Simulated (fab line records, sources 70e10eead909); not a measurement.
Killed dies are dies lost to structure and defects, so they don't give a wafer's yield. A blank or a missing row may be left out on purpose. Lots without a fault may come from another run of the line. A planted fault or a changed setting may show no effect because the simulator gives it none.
fab line records | flow nand_harc
record lots=10 wafers=30 last_day=34
route steps=1302 shown P_STI@109 P_GATE@130 END@1302
lots that met no fault: from a run of the same line without faults
start_h: hours from the record's first day to the start of the lot's first wafer shown | wait_h: hours since the lot's step before | " the same as in the row above | L1.1+2: a row that stands for several wafers | - no value, or no start given | * or withheld: withheld | < > ~ a bound
route shown NAME@n: a module of which the file shows steps, and the number in the route of the first | usual: mean/standard deviation of fault-free wafers | same: alike in all rows | chamber/n: place in a boat | sites: the reading at each site | _std_site: their standard deviation | _edge_site: outer sites' mean less inner sites' | radius_mm: how far each site lies from the wafer's centre | mask NAME#n: copy n | behind: the tool/chamber that last shaped the wafer | hold: why the lot was held/for how many hours/how that ended | device: the transistor (n, p or np) that didn't switch | end of line: the same wafers' tests at the end of the route | a step without rows: its recipe alone | killed: dies lost to structure and defects at the first sort, not the wafer's yield | map: a wafer's dies, x killed, . not, _ none there
set.NAME: the setting as run; set.NAME@STEP: as run at that earlier step | model.NAME: the simulator's own value behind a step, which no gauge read
steps of the route over a sample of lots; a table a step, a row a wafer
services: from which hour (start_h, from the record's first day; less than 0 if before it) a tool's chamber was out of use, for how many hours, and why
## steps
# step NHARC_P_STI_INSPECT_25
# usual raw_defect_count=217/76
# columns lot.wafer tool chamber start_h wait_h raw_defect_count
L798.2 defect_inspect-01 - 89.23 0.4 128
L798.4 " - " " 333
L798.5 " - " " 248
L802.1 defect_inspect-02 - 132.14 0.4 219
L802.3 " - " " 208
L802.5 " - " " 178
L804.1 defect_inspect-01 - 148.34 0.4 301
L804.3 " - " " 377
L804.6 " - " " 322
L807.1 defect_inspect-01 - 181.84 0.4 149
L807.2 " - " " 184
L807.3 " - " " 364
L808.3 defect_inspect-02 - 189.76 0.4 131
L808.4 " - " " 181
L808.6 " - " " 171
L810.2 defect_inspect-02 - 219.87 0.4 235
L810.4 " - " " 304
L810.5 " - " " 454
L811.2 defect_inspect-02 - 219.87 0.4 153
L811.4 " - " " 222
L811.5 " - " " 149
L812.3 defect_inspect-02 - 234.65 0.4 211
L812.4 " - " " 242
L812.6 " - " " 262
L817.2 defect_inspect-01 - 282.60 0.4 297
L817.4 " - " " 281
L817.6 " - " " 174
L819.2 defect_inspect-01 - 305.32 0.4 168
L819.4 " - " " 163
L819.6 " - " " 163
# step NHARC_P_GATE_CVD_17
# recipe target_thk_a=1500 temp_c=620 time_s=900 material=poly-Si
# usual spike_tc_bottom_C=642/3.6 spike_tc_upper_C=618.5/0.99
# columns lot.wafer tool chamber start_h wait_h spike_tc_bottom_C spike_tc_upper_C
L798.2 lpcvd_poly-02 0 107.91 2.6 644 618.7
L798.4 " 0 " " 644 618.8
L798.5 " 0 " " 644 617.9
L802.1 lpcvd_poly-02 0 150.72 2.6 645 616.0
L802.3 " 0 " " 642 620.1
L802.5 " 0 " " 644 617.0
L804.1 lpcvd_poly-04 0 166.69 2.7 635 619.2
L804.3 " 0 " " 634 617.2
L804.6 " 0 " " 635 619.0
L807.1 lpcvd_poly-01 0 200.76 2.5 642 618.3
L807.2 " 0 " " 643 618.6
L807.3 " 0 " " 643 619.2
L808.3 lpcvd_poly-01 0 208.05 2.5 645 618.0
L808.4 " 0 " " 643 619.3
L808.6 " 0 " " 642 619.9
L810.2 lpcvd_poly-01 0 238.51 2.8 644 619.4
L810.4 " 0 " " 643 618.8
L810.5 " 0 " " 644 618.4
L811.2 lpcvd_poly-01 0 238.51 2.8 642 620.8
L811.4 " 0 " " 643 620.0
L811.5 " 0 " " 643 620.8
L812.3 lpcvd_poly-02 0 253.10 2.6 644 617.4
L812.4 " 0 " " 644 618.3
L812.6 " 0 " " 642 617.4
L817.2 lpcvd_poly-02 0 301.33 3.0 644 619.2
L817.4 " 0 " " 645 618.7
L817.6 " 0 " " 645 616.4
L819.2 lpcvd_poly-04 0 324.50 2.7 635 617.6
L819.4 " 0 " " 635 619.1
L819.6 " 0 " " 634 618.6
# step NHARC_P_GATE_INSPECT_28
# usual raw_defect_count=6/3.1
# columns lot.wafer tool chamber start_h wait_h raw_defect_count
L798.2 defect_inspect-02 - 113.44 0.0 6
L798.4 " - " " 6
L798.5 " - " " 2
L802.1 defect_inspect-01 - 154.64 0.0 6
L802.3 " - " " 10
L802.5 " - " " 5
L804.1 defect_inspect-02 - 172.39 0.0 8
L804.3 " - " " 10
L804.6 " - " " 5
L807.1 defect_inspect-01 - 204.81 0.0 12
L807.2 " - " " 9
L807.3 " - " " 9
L808.3 defect_inspect-02 - 214.39 0.0 4
L808.4 " - " " 7
L808.6 " - " " 7
L810.2 defect_inspect-01 - 242.62 0.0 297
L810.4 " - " " 289
L810.5 " - " " 279
L811.2 defect_inspect-01 - 242.78 0.0 279
L811.4 " - " " 304
L811.5 " - " " 308
L812.3 defect_inspect-01 - 259.57 0.0 5
L812.4 " - " " 5
L812.6 " - " " 3
L817.2 defect_inspect-02 - 308.84 0.0 7
L817.4 " - " " 10
L817.6 " - " " 3
L819.2 defect_inspect-01 - 330.22 0.0 10
L819.4 " - " " 3
L819.6 " - " " 8
# step NHARC_P_GATE_ETCH_114
# recipe target_depth_a=300 overetch_a=30 time_s=16.5 ion_energy_ev=100 cf4_flow_sccm=80 o2_flow_sccm=20 ar_flow_sccm=0 rf_w=300 bias_w=100 chemistry=CF4/O2
# usual cf4_flow_sccm=79.97/0.23 drypump_motor_current_A=5.8/0.51 o2_flow_sccm=20.00/0.065 oes_o_777_au=1.000/0.0049 oes_product_au=0.999/0.0074 rf_vpp_V=197.8/1.5 showerhead_plenum_p_Torr=1.34/0.064 throttle_valve_pct=13.398/0.0093
# columns lot.wafer tool chamber start_h wait_h cf4_flow_sccm drypump_motor_current_A o2_flow_sccm oes_o_777_au oes_product_au rf_hours_counter_h rf_vpp_V showerhead_plenum_p_Torr throttle_valve_pct
L798.2 rie_diel-13 3 - - 80.02 6.2 20.10 0.998 1.001 5.1 196.8 1.30 13.402
L798.4 " 2 " " 80.09 5.2 19.98 0.995 0.987 5.5 197.1 1.25 13.397
L798.5 " 0 " " 79.76 5.9 19.97 0.998 0.988 - 199.6 1.38 13.399
L802.1 rie_diel-03 3 - - 79.81 5.5 19.97 0.999 1.008 2.9 197.1 1.25 13.400
L802.3 " 1 " " 79.86 4.7 20.09 1.000 0.998 2.9 199.2 1.40 13.400
L802.5 " 0 " " 79.83 5.8 19.98 1.003 0.998 - 196.4 1.36 13.410
L804.1 rie_diel-02 3 - - 80.12 5.4 19.96 0.994 0.994 8.0 195.8 1.26 13.399
L804.3 " 2 " " 80.28 5.7 19.94 0.997 1.006 7.4 196.5 1.32 13.396
L804.6 " 0 " " 79.76 6.3 19.98 0.995 1.010 - 198.5 1.38 13.408
L807.2 rie_diel-03 0 - - 80.54 5.8 20.11 1.000 1.006 4.9 198.7 1.36 13.415
L807.1 " 1 " " 80.20 4.7 20.09 1.006 1.008 5.1 200.0 1.40 13.398
L807.3 " 3 " " 80.06 5.5 20.03 1.000 1.001 5.1 195.2 1.25 13.379
L808.3 rie_diel-02 0 - - 79.69 6.3 20.00 1.006 0.987 8.7 200.0 1.37 13.392
L808.4 " 1 " " 79.66 6.0 20.06 1.002 0.987 10.0 199.9 1.43 13.402
L808.6 " 3 " " 79.96 5.4 20.00 1.008 0.994 - 197.1 1.26 13.400
L810.2 rie_diel-02 2 - - 80.11 5.7 20.22 0.996 1.005 0.5 197.9 1.31 13.400
L810.4 " 3 " " 80.23 5.4 19.94 1.002 1.000 0.8 194.8 1.26 13.398
L810.5 " 0 " " 80.44 6.3 20.14 0.993 1.011 - 198.4 1.37 13.395
L811.2 rie_diel-13 2 - - 79.60 5.2 20.02 1.004 0.999 3.7 196.2 1.25 13.400
L811.4 " 0 " " 79.64 5.9 20.01 1.001 0.987 3.0 197.5 1.38 13.396
L811.5 " 2 " " 79.74 5.2 20.09 1.002 0.998 - 196.9 1.25 13.392
L812.3 rie_diel-13 2 - - 79.98 5.2 19.95 1.003 1.006 4.8 196.7 1.25 13.386
L812.4 " 1 " " 80.27 6.1 20.04 1.002 1.008 4.5 199.1 1.35 13.384
L812.6 " 2 " " 79.61 5.2 20.00 1.002 1.005 - 197.3 1.25 13.403
L817.2 rie_diel-03 2 - - 80.05 6.6 19.92 0.995 0.996 1.6 198.3 1.41 13.419
L817.4 " 3 " " 79.87 5.5 20.05 1.006 1.007 - 195.6 1.25 13.390
L817.6 " 1 " " 80.08 4.7 20.01 1.004 1.004 - 199.9 1.40 13.405
L819.2 rie_diel-02 2 - - 80.42 5.7 20.03 1.004 1.001 3.6 196.4 1.31 13.385
L819.4 " 1 " " 79.77 6.0 20.07 1.011 1.010 3.3 198.8 1.43 13.398
L819.6 " 3 " " 79.83 5.4 19.99 1.011 0.991 - 197.4 1.26 13.397
# step NHARC_P_GATE_STRIP_101
# recipe time_s=20 o2_flow_sccm=500 ar_flow_sccm=0 bias_w=0 chemistry=O2
# usual drypump_motor_current_A=5.8/0.49 o2_flow_sccm=500.0/1.6 oes_product_au=0.998/0.0079 rf_vpp_V=57.7/0.89 showerhead_plenum_p_Torr=3.54/0.16 throttle_valve_pct=17.037/0.0085
# columns lot.wafer tool chamber start_h wait_h drypump_motor_current_A o2_flow_sccm oes_product_au rf_hours_counter_h rf_vpp_V showerhead_plenum_p_Torr throttle_valve_pct
L798.2 rie_diel-03 3 124.34 0.1 5.6 500.5 0.993 1.2 56.6 3.31 17.037
L798.4 " 1 " " 4.7 497.0 1.017 - 58.1 3.69 17.028
L798.5 " 2 " " 6.6 497.3 0.990 - 59.5 3.72 17.032
L802.3 rie_diel-02 1 165.52 0.1 6.0 503.1 0.999 8.4 56.8 3.76 17.031
L802.1 " 2 " " 5.7 499.3 0.996 7.2 57.6 3.48 17.034
L802.5 " 3 " " 5.4 500.3 1.005 - 56.5 3.33 17.038
L804.3 rie_diel-13 2 183.37 0.1 5.2 500.7 0.972 1.0 58.1 3.32 17.039
L804.1 " 3 " " 6.2 498.7 0.997 1.0 57.6 3.43 17.035
L804.6 " 0 " " 5.9 500.0 0.988 - 60.2 3.64 17.035
L807.2 rie_diel-03 3 215.74 0.1 5.6 501.4 1.003 5.6 57.2 3.31 17.037
L807.1 " 0 " " 5.8 499.4 1.002 5.7 58.0 3.58 17.034
L807.3 " 1 " " 4.7 500.2 1.003 5.8 58.3 3.69 17.044
L808.4 rie_diel-03 3 225.28 0.1 5.6 500.3 1.002 6.6 56.3 3.31 17.034
L808.3 " 0 " " 5.8 499.1 1.004 6.2 59.4 3.58 17.036
L808.6 " 3 " " 5.6 495.6 1.002 - 55.9 3.31 17.059
L810.4 rie_diel-03 0 253.44 0.1 5.8 502.1 0.997 8.8 58.2 3.58 17.045
L810.2 " 2 " " 6.6 499.2 1.007 7.6 57.8 3.72 17.034
L810.5 " 3 " " 5.5 502.7 1.019 - 57.2 3.30 17.014
L811.2 rie_diel-02 1 253.73 0.1 6.0 502.5 0.995 0.7 58.6 3.76 17.028
L811.4 " 3 " " 5.4 500.6 0.999 1.0 58.1 3.33 17.049
L811.5 " 0 " " 6.3 499.0 0.996 - 58.9 3.63 17.025
L812.4 rie_diel-02 1 270.44 0.1 6.0 500.6 1.000 0.9 56.8 3.76 17.020
L812.3 " 2 " " 5.8 500.5 0.989 0.8 57.5 3.48 17.027
L812.6 " 0 " " 6.3 499.5 1.001 - 59.4 3.63 17.050
L817.4 rie_diel-03 2 319.84 0.1 6.6 500.3 1.008 1.9 59.2 3.71 17.044
L817.2 " 0 " " 5.8 497.8 1.016 0.4 57.3 3.58 17.042
L817.6 " 1 " " 4.7 500.5 1.013 - 58.0 3.68 17.038
L819.4 rie_diel-02 2 341.19 0.1 5.8 500.9 0.986 3.8 57.9 3.47 17.032
L819.2 " 3 " " 5.4 499.4 0.988 3.6 58.6 3.33 17.040
L819.6 " 1 " " 6.0 502.3 0.996 - 58.7 3.76 17.040
# step NHARC_P_GATE_INSPECT_68
# usual raw_defect_count=195/73
# columns lot.wafer tool chamber start_h wait_h raw_defect_count
L798.2 defect_inspect-01 - 131.81 0.1 148
L798.4 " - " " 306
L798.5 " - " " 243
L802.1 defect_inspect-01 - 172.86 0.2 191
L802.3 " - " " 144
L802.5 " - " " 205
L804.1 defect_inspect-01 - 190.83 0.2 219
L804.3 " - " " 255
L804.6 " - " " 280
L807.1 defect_inspect-02 - 223.21 0.2 131
L807.2 " - " " 154
L807.3 " - " " 275
L808.3 defect_inspect-01 - 232.77 0.1 144
L808.4 " - " " 175
L808.6 " - " " 156
L810.2 defect_inspect-02 - 264.46 0.1 547
L810.4 " - " " 551
L810.5 " - " " 674
L811.2 defect_inspect-02 - 265.04 0.1 427
L811.4 " - " " 538
L811.5 " - " " 462
L812.3 defect_inspect-01 - 277.90 0.1 219
L812.4 " - " " 149
L812.6 " - " " 252
L817.2 defect_inspect-02 - 327.19 0.1 251
L817.4 " - " " 197
L817.6 " - " " 137
L819.2 defect_inspect-02 - 348.59 0.1 138
L819.4 " - " " 145
L819.6 " - " " 158
# step NHARC_END_SORT_01
# recipe temp_c=25
# usual killed_at_array=52/19 killed_at_other=0.8/1 killed_at_periphery=3.7/2.5 killed_dies=56/19 killed_open=3.5/2 killed_short=2.2/1.4
# same gross_dies=677
# columns lot.wafer tool chamber start_h wait_h killed_at_array killed_at_other killed_at_periphery killed_dies killed_open killed_short
L798.2 prober-01 0 570.10 2.8 83 1 3 87 4 3
L798.4 prober-01 0 571.70 3.4 78 0 2 80 2 1
L798.5 prober-01 0 572.50 3.7 76 1 4 81 6 1
L802.1 prober-01 0 605.22 2.5 52 1 6 59 5 4
L802.3 prober-01 0 606.81 3.1 52 0 4 56 4 2
L802.5 prober-01 0 608.40 3.7 40 0 6 46 1 0
L804.1 prober-02 0 630.64 2.5 43 1 3 47 6 2
L804.3 prober-02 0 632.24 3.1 43 0 4 47 5 4
L804.6 prober-02 0 634.63 4.0 56 1 3 60 4 2
L807.1 prober-02 0 664.67 2.5 58 0 2 60 5 3
L807.2 prober-02 0 665.48 2.8 36 0 1 37 3 0
L807.3 prober-02 0 666.29 3.1 54 1 4 59 5 2
L808.3 prober-02 0 693.21 3.1 95 3 1 99 4 5
L808.4 prober-02 0 694.00 3.4 87 0 2 89 5 3
L808.6 prober-02 0 695.59 4.0 100 5 7 112 5 4
L811.2 prober-02 0 705.41 2.8 77 1 36 114 1 5
L811.4 prober-02 0 707.02 3.4 59 0 43 102 1 2
L811.5 prober-02 0 707.82 3.7 48 0 39 87 3 1
L810.2 prober-01 0 705.44 2.8 35 0 40 75 6 3
L810.4 prober-01 0 707.03 3.4 25 0 41 66 1 3
L810.5 prober-01 0 707.83 3.7 34 0 43 77 5 2
L812.3 prober-01 0 726.31 3.1 40 2 7 49 2 3
L812.4 prober-01 0 727.10 3.4 34 0 2 36 0 2
L812.6 prober-01 0 728.69 4.0 30 4 3 37 6 0
L817.2 prober-02 0 779.11 2.8 49 0 3 52 1 2
L817.4 prober-02 0 780.72 3.4 65 0 6 71 3 2
L817.6 prober-02 0 782.33 4.0 56 2 4 62 1 2
L819.2 prober-02 0 804.64 2.8 24 1 0 25 2 2
L819.4 prober-02 0 806.22 3.4 30 1 2 33 2 4
L819.6 prober-02 0 807.80 3.9 19 1 7 27 5 2
# killed by level:class
L798.2 A_CHANNEL_HOLE_D1:chamber_film_flake=27 A_SLIT:chamber_film_flake=24 A_CHANNEL_HOLE_D2:chamber_film_flake=13 A_STAIRCASE:chamber_film_flake=4 A_CHANNEL_FILL_D1:geometric_particle:short=3 A_CONTACT:chamber_film_flake=3 A_M0:chamber_film_flake=3 A_BLC:geometric_particle:open=2
L798.4 A_SLIT:chamber_film_flake=26 A_CHANNEL_HOLE_D2:chamber_film_flake=22 A_CHANNEL_HOLE_D1:chamber_film_flake=17 A_STAIRCASE:chamber_film_flake=4 A_DECK1_JOINT:chamber_film_flake=3 A_CHANNEL_FILL_D1:geometric_particle:short=1 A_BLC:geometric_particle:open=1 A_M0:geometric_particle:open=1
L798.5 A_CHANNEL_HOLE_D2:chamber_film_flake=26 A_SLIT:chamber_film_flake=23 A_CHANNEL_HOLE_D1:chamber_film_flake=15 A_STAIRCASE:chamber_film_flake=4 A_ONON_D2:geometric_particle:open=2 P_GATE:chamber_film_flake=2 A_CONTACT:chamber_film_flake=2 P_STI:geometric_particle:open=1
L802.1 A_SLIT:chamber_film_flake=26 A_CHANNEL_HOLE_D2:chamber_film_flake=11 P_M2:chamber_film_flake=3 A_CHANNEL_HOLE_D1:chamber_film_flake=3 A_CONTACT:chamber_film_flake=3 A_DECK1_JOINT:geometric_particle:short=2 P_STI:geometric_particle:open=1 A_ONON_D1:geometric_particle:open=1
L802.3 A_SLIT:chamber_film_flake=29 A_CHANNEL_HOLE_D2:chamber_film_flake=12 A_CHANNEL_HOLE_D1:chamber_film_flake=3 P_M2:chamber_film_flake=2 A_CONTACT:chamber_film_flake=2 P_CONTACT:geometric_particle:open=1 A_ONON_D1:geometric_particle:open=1 A_ONON_D2:geometric_particle:short=1
L802.5 A_SLIT:chamber_film_flake=26 A_CHANNEL_HOLE_D2:chamber_film_flake=10 P_M2:chamber_film_flake=4 A_CONTACT:chamber_film_flake=2 P_M2:geometric_particle:open=1 P_STI:chamber_film_flake=1 A_CHANNEL_HOLE_D1:chamber_film_flake=1 A_STAIRCASE:chamber_film_flake=1
L804.1 A_CHANNEL_HOLE_D2:chamber_film_flake=17 A_CHANNEL_HOLE_D1:chamber_film_flake=15 A_CONTACT:chamber_film_flake=4 A_DECK1_JOINT:geometric_particle:open=2 A_BLC:geometric_particle:open=2 P_CONTACT:geometric_particle:short=1 P_M0:geometric_particle:open=1 A_SOURCE_PLATE:geometric_particle:open=1
L804.3 A_CHANNEL_HOLE_D1:chamber_film_flake=15 A_CHANNEL_HOLE_D2:chamber_film_flake=14 P_GATE:chamber_film_flake=3 A_CONTACT:chamber_film_flake=3 P_GATE:geometric_particle:short=1 A_ONON_D1:geometric_particle:open=1 A_CHANNEL_FILL_D1:geometric_particle:open=1 A_DECK1_JOINT:geometric_particle:short=1
L804.6 A_CHANNEL_HOLE_D1:chamber_film_flake=24 A_CHANNEL_HOLE_D2:chamber_film_flake=15 A_CONTACT:chamber_film_flake=8 A_STAIRCASE:chamber_film_flake=4 A_ONON_D2:geometric_particle:open=2 P_BONDPAD:geometric_particle:open=1 A_ONON_D1:geometric_particle:open=1 A_CHANNEL_HOLE_D1:geometric_particle:short=1
L807.1 A_SLIT:chamber_film_flake=32 A_CHANNEL_HOLE_D1:chamber_film_flake=10 A_CONTACT:chamber_film_flake=5 A_STAIRCASE:chamber_film_flake=4 P_GATE:geometric_particle:open=1 P_CONTACT:geometric_particle:short=1 A_ONON_D1:geometric_particle:short=1 A_ONON_D2:geometric_particle:open=1
L807.2 A_SLIT:chamber_film_flake=25 A_CHANNEL_HOLE_D1:chamber_film_flake=3 A_STAIRCASE:chamber_film_flake=3 A_CONTACT:chamber_film_flake=2 A_DECK1_JOINT:geometric_particle:open=1 A_ONON_D2:geometric_particle:open=1 A_CHANNEL_FILL_D2:geometric_particle:open=1 P_GATE:chamber_film_flake=1
L807.3 A_SLIT:chamber_film_flake=23 A_CONTACT:chamber_film_flake=10 A_STAIRCASE:chamber_film_flake=7 P_ZERO_WELL:chamber_film_flake=2 A_CHANNEL_HOLE_D1:chamber_film_flake=2 A_CHANNEL_HOLE_D2:chamber_film_flake=2 A_SGD_CUT:chamber_film_flake=2 P_GATE:geometric_particle:open=1
L808.3 A_SLIT:chamber_film_flake=31 A_CHANNEL_HOLE_D1:chamber_film_flake=24 A_CHANNEL_HOLE_D2:chamber_film_flake=16 A_STAIRCASE:chamber_film_flake=12 A_WL_FILL:chamber_film_flake=3 THIN_TSV:chamber_film_flake=2 P_M2:geometric_particle:short=1 A_SOURCE_PLATE:geometric_particle:short=1
L808.4 A_SLIT:chamber_film_flake=36 A_CHANNEL_HOLE_D1:chamber_film_flake=16 A_CHANNEL_HOLE_D2:chamber_film_flake=14 A_STAIRCASE:chamber_film_flake=8 A_WL_FILL:chamber_film_flake=3 P_CONTACT:geometric_particle:open=1 A_CHANNEL_HOLE_D1:geometric_particle:open=1 A_CHANNEL_FILL_D1:geometric_particle:open=1
L808.6 A_SLIT:chamber_film_flake=33 A_CHANNEL_HOLE_D1:chamber_film_flake=26 A_CHANNEL_HOLE_D2:chamber_film_flake=22 A_STAIRCASE:chamber_film_flake=7 THIN_TSV:chamber_film_flake=5 P_GATE:chamber_film_flake=3 A_CONTACT:chamber_film_flake=3 P_ZERO_WELL:chamber_film_flake=2
L811.2 P_GATE:unspecified=36 A_CHANNEL_HOLE_D2:chamber_film_flake=30 A_CHANNEL_HOLE_D1:chamber_film_flake=29 A_STAIRCASE:chamber_film_flake=5 A_CONTACT:chamber_film_flake=3 A_CHANNEL_FILL_D2:geometric_particle:short=2 A_SLIT:chamber_film_flake=2 A_ONON_D2:geometric_particle:short=1
L810.2 P_GATE:unspecified=36 A_CHANNEL_HOLE_D1:chamber_film_flake=15 A_CONTACT:chamber_film_flake=5 A_STAIRCASE:chamber_film_flake=3 A_SLIT:chamber_film_flake=3 A_WL_FILL:chamber_film_flake=2 P_GATE:geometric_particle:open=1 P_CONTACT:geometric_particle:open=1
L811.4 P_GATE:unspecified=41 A_CHANNEL_HOLE_D2:chamber_film_flake=24 A_CHANNEL_HOLE_D1:chamber_film_flake=14 A_STAIRCASE:chamber_film_flake=8 A_CONTACT:chamber_film_flake=4 A_WL_FILL:geometric_particle:short=2 A_CHANNEL_FILL_D1:chamber_film_flake=2 A_WL_FILL:chamber_film_flake=2
L810.4 P_GATE:unspecified=39 A_CHANNEL_HOLE_D1:chamber_film_flake=11 A_SLIT:chamber_film_flake=3 A_STAIRCASE:chamber_film_flake=3 A_ONON_D1:geometric_particle:short=2 A_WL_FILL:chamber_film_flake=2 A_CHANNEL_FILL_D2:geometric_particle:short=1 A_STAIRCASE:geometric_particle:open=1
L811.5 P_GATE:unspecified=38 A_CHANNEL_HOLE_D2:chamber_film_flake=18 A_CHANNEL_HOLE_D1:chamber_film_flake=13 A_CONTACT:chamber_film_flake=6 A_STAIRCASE:chamber_film_flake=3 A_WL_FILL:chamber_film_flake=3 P_GATE:geometric_particle:open=1 A_ONON_D2:geometric_particle:short=1
L810.5 P_GATE:unspecified=40 A_CHANNEL_HOLE_D1:chamber_film_flake=16 A_CONTACT:chamber_film_flake=5 A_CHANNEL_FILL_D2:geometric_particle:open=2 A_DECK1_JOINT:chamber_film_flake=2 A_STAIRCASE:chamber_film_flake=2 A_ONON_D1:geometric_particle:open=1 A_CHANNEL_FILL_D1:geometric_particle:open=1
L812.3 A_CHANNEL_HOLE_D1:chamber_film_flake=25 A_CONTACT:chamber_film_flake=4 P_GATE:chamber_film_flake=3 A_CHANNEL_FILL_D2:geometric_particle:short=2 P_STI:chamber_film_flake=2 A_CHANNEL_FILL_D2:chamber_film_flake=2 THIN_TSV:chamber_film_flake=2 A_SLIT:geometric_particle:short=1
L812.4 A_CHANNEL_HOLE_D1:chamber_film_flake=12 A_CONTACT:chamber_film_flake=5 A_CHANNEL_HOLE_D2:chamber_film_flake=4 A_CHANNEL_FILL_D2:chamber_film_flake=4 A_SLIT:chamber_film_flake=3 P_STI:chamber_film_flake=2 A_STAIRCASE:chamber_film_flake=2 A_ONON_D1:geometric_particle:short=1
L812.6 A_CHANNEL_HOLE_D1:chamber_film_flake=13 A_SLIT:chamber_film_flake=4 A_CHANNEL_HOLE_D2:chamber_film_flake=3 THIN_TSV:chamber_film_flake=3 A_CHANNEL_FILL_D2:geometric_particle:open=2 P_CONTACT:chamber_film_flake=2 A_CONTACT:chamber_film_flake=2 P_STI:geometric_particle:open=1
L817.2 A_SLIT:chamber_film_flake=30 A_STAIRCASE:chamber_film_flake=6 A_CHANNEL_HOLE_D1:chamber_film_flake=5 P_M0:chamber_film_flake=2 A_CONTACT:chamber_film_flake=2 A_SOURCE_PLATE:geometric_particle:short=1 A_ONON_D1:geometric_particle:short=1 A_CHANNEL_HOLE_D1:geometric_particle:open=1
L817.4 A_SLIT:chamber_film_flake=43 A_CHANNEL_HOLE_D1:chamber_film_flake=4 A_CHANNEL_FILL_D1:chamber_film_flake=4 A_STAIRCASE:chamber_film_flake=4 A_CONTACT:chamber_film_flake=3 P_STI:chamber_film_flake=2 P_M0:chamber_film_flake=2 A_CHANNEL_HOLE_D1:unspecified=2
L817.6 A_SLIT:chamber_film_flake=33 A_CHANNEL_HOLE_D1:chamber_film_flake=9 A_STAIRCASE:chamber_film_flake=6 P_M0:chamber_film_flake=2 A_CHANNEL_FILL_D1:chamber_film_flake=2 A_CONTACT:chamber_film_flake=2 THIN_TSV:chamber_film_flake=2 P_M0:geometric_particle:open=1
L819.2 A_CONTACT:chamber_film_flake=11 A_SLIT:chamber_film_flake=4 A_ONON_D1:geometric_particle:open=2 A_CHANNEL_HOLE_D1:chamber_film_flake=2 A_STAIRCASE:chamber_film_flake=2 A_DECK1_JOINT:geometric_particle:short=1 A_CHANNEL_FILL_D2:geometric_particle:short=1 A_CHANNEL_FILL_D1:chamber_film_flake=1
L819.4 A_CONTACT:chamber_film_flake=10 A_SLIT:chamber_film_flake=9 A_CHANNEL_FILL_D2:geometric_particle:short=3 A_WL_FILL:chamber_film_flake=3 P_M1:geometric_particle:open=1 A_DECK1_JOINT:geometric_particle:short=1 A_M1:geometric_particle:open=1 P_STI:chamber_film_flake=1
L819.6 A_SLIT:chamber_film_flake=6 A_CONTACT:chamber_film_flake=4 A_CHANNEL_FILL_D1:chamber_film_flake=3 P_STI:chamber_film_flake=2 A_CHANNEL_HOLE_D2:chamber_film_flake=2 P_ZERO_WELL:geometric_particle:open=1 P_GATE:geometric_particle:open=1 P_CONTACT:geometric_particle:open=1
## services
# columns tool chamber start_h hours kind
rie_diel-13 1 84.12 15.1 repair
rie_diel-02 2 89.96 4.9 repair
rie_diel-02 - 92.27 0.2 repair
rie_diel-02 0 97.70 - clean
rie_diel-02 1 97.70 - clean
rie_diel-02 2 97.70 - clean
rie_diel-02 3 97.70 - clean
rie_diel-03 - 104.30 9.0 pm
rie_diel-03 0 123.61 8.6 repair
rie_diel-13 - 165.00 9.0 pm
rie_diel-02 - 166.78 1.2 repair
rie_diel-03 2 173.13 9.6 repair
rie_diel-13 3 203.33 7.7 repair
rie_diel-02 - 205.43 1.9 repair
lpcvd_poly-02 - 206.87 26.0 pm
rie_diel-03 2 212.08 4.4 repair
rie_diel-02 - 216.70 9.0 pm
rie_diel-03 1 256.33 16.6 repair
rie_diel-03 - 281.30 9.0 pm
rie_diel-13 - 284.62 0.1 repair
rie_diel-02 - 308.85 0.6 repair
rie_diel-13 0 324.35 3.3 repair
rie_diel-03 0 333.47 7.0 repair
rie_diel-13 3 340.62 3.4 repair
## key
first_sign step=NHARC_P_GATE_INSPECT_28 reading=raw_defect_count direction=up sigmas=94 usual=6 struck=293
effect step=NHARC_P_GATE_INSPECT_68 reading=raw_defect_count direction=up sigmas=4.6 usual=195 struck=533
effect step=NHARC_END_SORT_01 reading=killed_at_periphery direction=up sigmas=15 usual=3.7 struck=40.3
more_kills_born_at NHARC_P_GATE_CVD_17@lpcvd_poly-01=230
met_at NHARC_P_GATE_CVD_17
struck_lots L810,L811
tester_left_out L810,L811
not_acting_at NHARC_P_STI_INSPECT_25,NHARC_P_GATE_ETCH_114,NHARC_P_GATE_STRIP_101
onset_between 208.05 238.51
fault kind=chamber_particle_source tool=lpcvd_poly-01 chamber=- onset_h=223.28 steps=NHARC_P_GATE_CVD_17 rate_per_visit_cm2=0.44062 end_h=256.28
# tester_left_out: of these lots the tester's yield and bins aren't shown, on N5 and GAA mostly nor the transistor test; their killed dies are dies lost to structure and defects alone, not to doping, threshold or leakage, so they don't give the yield
